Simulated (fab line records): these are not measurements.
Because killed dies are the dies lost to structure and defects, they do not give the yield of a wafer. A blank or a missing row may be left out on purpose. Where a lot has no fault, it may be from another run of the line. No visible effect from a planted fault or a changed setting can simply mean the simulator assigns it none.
fab line records	flow n5_finfet
record lots=7	wafers=21	last_day=18
route steps=1938 shown FIN_SAQP@148 FIN_CUT@154 BEOL_M4@1111 PASSIVATION@1936
lots untouched by any fault: they come from a run of this same line in which no faults occurred
start_h: the number of hours between the record's first day and the start of the first shown wafer of the lot	wait_h: how many hours have passed since the lot's step before this one	" identical to the entry in the row above	L1.1+2: a row that stands for several wafers	- value missing, or start not given	* or withheld: withheld	< > ~ a bound
route shown NAME@n: a module of which the file shows steps, and the number in the route of the first	usual: the fault-free wafers' mean and standard deviation	same: alike in all rows	chamber/n: place in a boat	sites: readings site by site	_std_site: how widely they spread, as a standard deviation	_edge_site: outer sites' mean less inner sites'	radius_mm: for every site, how far away it sits from the centre of the wafer	mask NAME#n: copy n	behind: the tool/chamber that last shaped the wafer	hold: the reason the lot was held/the length of the hold in hours/how it ended	device: transistor that didn't switch, given as n, p or np	end of line: the same wafers' tests at the end of the route	a step given without rows: its recipe and nothing more	killed: count of dies lost to structure and defects at first sort (not the wafer's yield)	map: a wafer's dies, marking killed ones x, the rest . and places with no die _
set.NAME: the setting the step ran with; set.NAME@STEP: the setting that earlier step ran with	model.NAME: the simulator's own value behind a step, which no gauge read
lots at some steps of the route; a table a step, a row a wafer
services: the hour from which a tool's chamber was out of use, counted from the record's first day as start_h (under 0 if before that day), plus the number of hours and why
## steps
# step N5_FIN_SAQP_CD_MEAS_37
# recipe target_cd_nm=8	polarity=line
# usual cd_nm=8.1/0.33
lot.wafer	tool	chamber	start_h	wait_h	cd_nm
L785.1	cd_sem-01	-	25.72	0.1	8.0
L785.2	"	-	"	"	8.2
L785.4	"	-	"	"	7.9
L797.2	cd_sem-03	-	100.25	0.1	7.3
L797.3	"	-	"	"	8.4
L797.4	"	-	"	"	8.4
L799.1	cd_sem-03	-	111.37	0.1	8.5
L799.4	"	-	"	"	7.9
L799.5	"	-	"	"	8.4
L801.1	cd_sem-02	-	122.41	0.1	8.1
L801.2	"	-	"	"	9.0
L801.4	"	-	"	"	8.0
L802.2	cd_sem-01	-	129.49	0.1	7.7
L802.4	"	-	"	"	8.1
L802.6	"	-	"	"	8.0
L805.2	cd_sem-03	-	148.14	0.1	8.1
L805.3	"	-	"	"	8.3
L805.6	"	-	"	"	8.3
L808.1	cd_sem-03	-	166.41	0.1	7.9
L808.2	"	-	"	"	8.0
L808.4	"	-	"	"	8.1
# step N5_FIN_SAQP_PRECLEAN_38
# recipe chemistry=O3/DIW	time_s=45	temp_c=22	o3_ppm=10
# step N5_FIN_SAQP_PRECLEAN_45
# recipe chemistry=dHF	time_s=10	dilution=500:1	temp_c=25
# step N5_FIN_SAQP_SRD_39
# recipe dry=ipa_marangoni	time_s=30	temp_c=23	rinse_liquid=diw
# step N5_FIN_SAQP_OCD_MEAS_76
# usual trench_depth_nm=120.1/2.8
lot.wafer	tool	chamber	start_h	wait_h	trench_depth_nm
L785.1	ocd-01	-	25.82	0.0	124.6
L785.2	"	-	"	"	116.9
L785.4	"	-	"	"	116.8
L797.2	ocd-02	-	100.38	0.0	118.3
L797.3	"	-	"	"	118.0
L797.4	"	-	"	"	122.6
L799.1	ocd-01	-	111.47	0.0	119.3
L799.4	"	-	"	"	119.7
L799.5	"	-	"	"	119.2
L801.1	ocd-02	-	122.51	0.0	120.1
L801.2	"	-	"	"	120.9
L801.4	"	-	"	"	122.5
L802.2	ocd-01	-	129.61	0.0	119.5
L802.4	"	-	"	"	119.9
L802.6	"	-	"	"	122.1
L805.2	ocd-02	-	148.24	0.0	120.0
L805.3	"	-	"	"	119.5
L805.6	"	-	"	"	118.4
L808.1	ocd-02	-	166.59	0.0	123.9
L808.2	"	-	"	"	120.1
L808.4	"	-	"	"	120.0
# step N5_FIN_SAQP_INSPECT_40
# recipe inspect_instrument=brightfield	mode=aei
# usual raw_defect_count=224/65
lot.wafer	tool	chamber	start_h	wait_h	raw_defect_count
L785.1	defect_inspect-02	-	25.85	0.0	94
L785.2	"	-	"	"	186
L785.4	"	-	"	"	200
L797.2	defect_inspect-02	-	100.41	0.0	220
L797.3	"	-	"	"	217
L797.4	"	-	"	"	308
L799.1	defect_inspect-02	-	111.50	0.0	177
L799.4	"	-	"	"	194
L799.5	"	-	"	"	131
L801.1	defect_inspect-02	-	122.54	0.0	229
L801.2	"	-	"	"	220
L801.4	"	-	"	"	222
L802.2	defect_inspect-02	-	129.64	0.0	258
L802.4	"	-	"	"	265
L802.6	"	-	"	"	229
L805.2	defect_inspect-01	-	148.27	0.0	304
L805.3	"	-	"	"	209
L805.6	"	-	"	"	285
L808.1	defect_inspect-02	-	166.62	0.0	253
L808.2	"	-	"	"	160
L808.4	"	-	"	"	195
# step N5_FIN_CUT_COAT_18
# recipe resist=SOC	temp_c=250	time_s=60	spin_rpm=1500	resist_thk_nm=230
# step N5_FIN_CUT_COAT_19
# recipe resist=SiARC	temp_c=220	time_s=60	spin_rpm=1500	resist_thk_nm=20
# step N5_FIN_CUT_COAT_29
# recipe resist=underlayer	temp_c=205	time_s=60	spin_rpm=1500	resist_thk_nm=10
# step N5_FIN_CUT_COAT_02
# recipe resist=CAR-EUV	spin_rpm=1500	resist_thk_nm=30
# step N5_FIN_CUT_EBR_04
# recipe solvent=PGMEA	ebr_width_mm=1.5
# step N5_FIN_CUT_SOFTBAKE_03
# recipe temp_c=110	time_s=60	resist=CAR-EUV
# step N5_FIN_CUT_EXPOSE_05
# recipe mask_id=FIN_CUT	na=0.33	source_shape=annular	sigma_inner=0.35	sigma_outer=0.8	polarization=unpolarized	dose_mj=45.75
lot.wafer	tool	chamber	start_h	wait_h	mask	model.FIN_CUT.overlay_x_nm
L785.1+2+4	euv_scanner-02	0	26.14	-	FIN_CUT#0	0.2
L797.2+3+4	euv_scanner-01	0	100.59	-	FIN_CUT#0	0.2
L799.1+4+5	euv_scanner-01	0	111.67	-	FIN_CUT#0	13.2
L801.1+2+4	euv_scanner-01	0	122.84	-	FIN_CUT#0	12.4
L802.2+4+6	euv_scanner-01	0	129.81	-	FIN_CUT#0	12.8
L805.2+3+6	euv_scanner-02	0	148.57	-	FIN_CUT#0	-0.4
L808.1+2+4	euv_scanner-02	0	166.97	-	FIN_CUT#0	0.2
# step N5_FIN_CUT_PEB_06
# recipe peb_temp_c=100	peb_time_s=60	resist=CAR-EUV
# step N5_FIN_CUT_DEVELOP_07
# recipe develop_time_s=30	developer=TMAH	resist=CAR-EUV	rinse_liquid=surfactant_rinse	dry=air_spin	dev_temp_c=23
# step N5_FIN_CUT_CD_MEAS_08
# recipe target_cd_nm=29.1	landing_energy_ev=500	detector=se_inlens	polarity=opening
# usual cd_nm=29.15/0.27
# same landing_energy_ev=500
lot.wafer	tool	chamber	start_h	wait_h	cd_nm
L785.1	cd_sem-01	0	26.28	-	28.86
L785.2	"	0	"	"	28.93
L785.4	"	0	"	"	29.66
L797.2	cd_sem-02	0	100.72	-	29.65
L797.3	"	0	"	"	29.28
L797.4	"	0	"	"	28.94
L799.1	cd_sem-03	0	111.80	-	29.22
L799.4	"	0	"	"	29.40
L799.5	"	0	"	"	28.66
L801.1	cd_sem-01	0	122.97	-	29.38
L801.2	"	0	"	"	29.49
L801.4	"	0	"	"	29.16
L802.2	cd_sem-02	0	129.94	-	29.18
L802.4	"	0	"	"	28.93
L802.6	"	0	"	"	28.99
L805.2	cd_sem-02	0	148.70	-	28.72
L805.3	"	0	"	"	28.95
L805.6	"	0	"	"	29.06
L808.1	cd_sem-03	0	167.10	-	29.19
L808.2	"	0	"	"	29.26
L808.4	"	0	"	"	28.95
# step N5_FIN_CUT_OVL_MEAS_09
# recipe points_per_wafer=522
# usual FIN_CUT_OVL=0.4/0.61
lot.wafer	tool	chamber	start_h	wait_h	FIN_CUT_OVL[nm]
L785.1	overlay-01	0	26.31	0.0	1.6
L785.2	"	0	"	"	0.6
L785.4	"	0	"	"	2.0
L797.2	overlay-02	0	100.75	0.0	0.4
L797.3	"	0	"	"	-0.2
L797.4	"	0	"	"	0.7
L799.1	overlay-01	0	111.83	0.0	13.0
L799.4	"	0	"	"	13.5
L799.5	"	0	"	"	14.0
L801.1	overlay-01	0	123.00	0.0	13.4
L801.2	"	0	"	"	12.8
L801.4	"	0	"	"	13.4
L802.2	overlay-02	0	129.97	0.0	13.9
L802.4	"	0	"	"	13.5
L802.6	"	0	"	"	12.9
L805.2	overlay-02	0	148.74	0.0	-0.1
L805.3	"	0	"	"	-0.6
L805.6	"	0	"	"	0.7
L808.1	overlay-01	0	167.13	0.0	0.6
L808.2	"	0	"	"	0.9
L808.4	"	0	"	"	1.3
# step N5_FIN_CUT_INSPECT_10
# recipe mode=adi	inspect_instrument=brightfield
# usual raw_defect_count=44/13
lot.wafer	tool	chamber	start_h	wait_h	raw_defect_count
L785.1	defect_inspect-01	-	26.37	0.1	20
L785.2	"	-	"	"	27
L785.4	"	-	"	"	24
L797.2	defect_inspect-01	-	100.81	0.0	49
L797.3	"	-	"	"	49
L797.4	"	-	"	"	57
L799.1	defect_inspect-01	-	111.89	0.1	30
L799.4	"	-	"	"	41
L799.5	"	-	"	"	26
L801.1	defect_inspect-02	-	123.06	0.1	44
L801.2	"	-	"	"	37
L801.4	"	-	"	"	49
L802.2	defect_inspect-01	-	130.03	0.0	45
L802.4	"	-	"	"	60
L802.6	"	-	"	"	44
L805.2	defect_inspect-02	-	148.79	0.0	48
L805.3	"	-	"	"	36
L805.6	"	-	"	"	39
L808.1	defect_inspect-02	-	167.19	0.1	36
L808.2	"	-	"	"	28
L808.4	"	-	"	"	42
# step N5_BEOL_M4_RC_MEAS_101
# usual DIBL_N=36.2/2.2	DIBL_P=36.1/2.8	IOFF_N=0.16/0.041	IOFF_P=0.21/0.047	ION_N=676/16	ION_P=463/11	SS_N=71.6/0.78	SS_P=73.3/0.86	VT_N=249/3.8	VT_P=-251/3.9
lot.wafer	tool	chamber	start_h	wait_h	DIBL_N[mV/V]	DIBL_P[mV/V]	IOFF_N[nA/um]	IOFF_P[nA/um]	ION_N[uA/um]	ION_P[uA/um]	SS_N[mV/dec]	SS_P[mV/dec]	VT_N[mV]	VT_P[mV]
L785.1	prober-02	0	174.37	0.0	34.4	33.3	0.13	0.16	668	445	71.2	72.7	251	-255
L785.2	"	0	"	"	36.0	35.0	0.17	0.20	688	470	70.6	72.9	245	-247
L785.4	"	0	"	"	35.2	33.0	0.14	0.16	684	464	70.9	72.0	250	-251
L797.2	prober-01	0	249.59	0.2	31.8	31.0	0.09	0.14	642	441	70.7	71.5	258	-258
L797.3	"	0	"	"	38.0	40.6	0.22	0.28	678	463	72.3	73.6	245	-249
L797.4	"	0	"	"	35.0	36.7	0.15	0.21	685	472	72.2	72.8	249	-250
L799.1	prober-01	0	273.53	0.0	39.6	39.2	0.27	0.26	691	462	73.5	73.7	242	-245
L799.4	"	0	"	"	33.8	34.4	0.14	0.19	696	479	71.4	73.0	250	-252
L799.5	"	0	"	"	39.6	39.3	0.25	0.26	695	459	73.8	74.1	242	-249
L801.1	prober-01	0	276.11	0.0	36.0	35.4	0.13	0.18	653	449	70.8	72.7	253	-254
L801.2	"	0	"	"	37.9	38.8	0.20	0.23	711	478	71.2	73.6	244	-251
L801.4	"	0	"	"	36.3	35.2	0.15	0.17	666	449	70.9	73.5	249	-256
L802.2	prober-02	0	282.95	0.2	33.0	31.5	0.10	0.16	639	450	71.2	72.4	255	-253
L802.4	"	0	"	"	39.2	40.8	0.20	0.30	691	479	71.9	75.1	249	-246
L802.6	"	0	"	"	35.5	35.9	0.13	0.20	660	461	70.9	73.8	254	-250
L805.2	prober-01	0	303.63	0.2	39.3	39.8	0.20	0.27	666	459	72.1	73.8	250	-249
L805.3	"	0	"	"	41.9	42.1	0.30	0.35	701	474	73.2	75.8	242	-244
L805.6	"	0	"	"	36.9	37.0	0.16	0.23	682	467	72.4	74.1	252	-250
L808.1	prober-01	0	312.82	0.0	33.5	33.0	0.11	0.15	648	444	71.0	72.5	255	-256
L808.2	"	0	"	"	35.4	35.7	0.14	0.19	674	462	71.1	73.4	251	-252
L808.4	"	0	"	"	34.4	33.9	0.13	0.16	670	462	71.0	72.6	252	-251
# step N5_PASSIVATION_PROBE_49
# usual defect_limited_yield=91.4/1.4	killed_at_M0_to_M3=33/10	killed_at_M4_up=14/6.1	killed_at_contacts=14/6.1	killed_at_front_end=38/9.7	killed_at_other=3.1/2.9	killed_dies=102/17	killed_open=67/13	killed_short=32/8	sort_bin_4_leakage=0.00/0.051	sort_bin_5_function=5.1/0.94	sort_bin_6_memory=3.2/0.68	sort_bin_8_speed=0.02/0.17	sort_n_pass=1078/17	sort_yield_pct=91.3/1.5
# same gross_dies=1180	killed_at_back_side=0
lot.wafer	tool	chamber	start_h	wait_h	defect_limited_yield[%]	killed_at_M0_to_M3	killed_at_M4_up	killed_at_contacts	killed_at_front_end	killed_at_other	killed_dies	killed_open	killed_short	sort_bin_4_leakage[%]	sort_bin_5_function[%]	sort_bin_6_memory[%]	sort_bin_8_speed[%]	sort_n_pass	sort_yield_pct[%]
L797.2	prober-01	-	351.04	0.1	89.7	39	23	21	35	4	122	72	45	0	4.8	4.7	1.86	1036	87.8
L797.3	prober-01	-	351.09	0.1	89.9	38	14	14	47	6	119	82	36	0	5.6	4.2	0	1061	89.9
L797.4	prober-01	-	351.14	0.2	90.1	44	11	13	44	5	117	70	45	0	5.8	3.8	0	1063	90.1
L801.1	prober-02	-	390.20	0.0	92.0	27	26	5	32	4	94	63	28	0	4.7	2.8	0	1086	92.0
L801.2	prober-02	-	390.25	0.1	92.3	35	21	5	28	2	91	58	32	0	4.4	3.1	0	1089	92.3
L801.4	prober-02	-	390.35	0.2	93.6	21	15	5	33	2	76	50	24	0	4.2	2.2	0	1104	93.6
# killed by level:class
L797.2 MOL_CONTACT_COAG:geometric_particle:open=17 BEOL_M4:geometric_particle:open=11 FIN_SAQP:geometric_particle:short=10 BEOL_M0_SAQP:geometric_particle:short=9 BEOL_M0_SAQP:geometric_particle:open=8 FIN_SAQP:geometric_particle:open=5 BEOL_M0:geometric_particle:short=5 BEOL_M3:geometric_particle:open=5
L797.3 STI_FIN_REVEAL:geometric_particle:open=12 FIN_SAQP:geometric_particle:short=11 MOL_CONTACT_COAG:geometric_particle:open=10 BEOL_M3:geometric_particle:open=9 FIN_SAQP:geometric_particle:open=7 BEOL_M4:geometric_particle:open=7 BEOL_M0:geometric_particle:open=6 BEOL_M1:geometric_particle:short=6
L797.4 FIN_SAQP:geometric_particle:short=12 STI_FIN_REVEAL:geometric_particle:open=12 MOL_CONTACT_COAG:geometric_particle:open=11 BEOL_M0:geometric_particle:short=10 BEOL_M2:geometric_particle:open=9 BEOL_M3:geometric_particle:open=9 BEOL_M4:geometric_particle:open=6 BEOL_M1:geometric_particle:open=6
L801.1 DUMMY_GATE:geometric_particle:open=10 BEOL_M4:geometric_particle:open=10 BEOL_M0_SAQP:geometric_particle:open=7 BEOL_M3:geometric_particle:open=5 BEOL_M3:geometric_particle:short=5 BEOL_M8:geometric_particle:open=5 GATE_CUT:geometric_particle:short=4 MOL_CONTACT_COAG:geometric_particle:open=4
L801.2 BEOL_M4:geometric_particle:open=10 BEOL_M0_SAQP:geometric_particle:short=7 BEOL_M3:geometric_particle:open=7 BEOL_M0_SAQP:geometric_particle:open=6 FIN_SAQP:geometric_particle:short=5 BEOL_M4:geometric_particle:short=5 STI_FIN_REVEAL:geometric_particle:open=4 MOL_CONTACT_COAG:geometric_particle:open=4
L801.4 DUMMY_GATE:geometric_particle:open=9 FIN_SAQP:geometric_particle:short=8 BEOL_M0_SAQP:geometric_particle:short=6 MOL_CONTACT_COAG:geometric_particle:open=5 BEOL_M0_SAQP:geometric_particle:open=5 BEOL_M0:geometric_particle:open=4 BEOL_M4:geometric_particle:open=4 BEOL_M5:geometric_particle:open=4
## services
tool	chamber	start_h	hours	kind
euv_scanner-02	-	7.99	4.6	pm
euv_scanner-02	-	28.66	1.0	pm
euv_scanner-01	-	42.93	1.0	pm
euv_scanner-02	-	78.74	21.2	repair
euv_scanner-02	-	100.94	5.8	pm
euv_scanner-01	-	106.72	1.0	pm
euv_scanner-01	0	109.45	-	calibration
euv_scanner-01	-	116.44	5.8	pm
euv_scanner-02	-	140.96	1.0	pm
euv_scanner-01	-	155.23	1.0	pm
## key
first_sign step=N5_FIN_CUT_OVL_MEAS_09	reading=FIN_CUT_OVL	direction=up	sigmas=21	usual=0.4	struck=13.4
effect none on later readings
model_effect step=N5_FIN_CUT_EXPOSE_05	value=FIN_CUT.overlay_x_nm	without=-0.3333	struck=12.8
met_at N5_FIN_CUT_EXPOSE_05
struck_wafers L799.1,L799.4,L799.5,L801.1,L801.2,L801.4,L802.2,L802.4,L802.6
rows_end L799.1,L799.4,L799.5,L802.2,L802.4,L802.6
onset_between 100.59 111.67
fault kind=scanner_matching_overlay	tool=euv_scanner-01	chamber=-	onset_h=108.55	steps=N5_FIN_CUT_EXPOSE_05	offset=13.156
# rows_end: these wafers met a further fault down the route, and their rows from its step on are left out
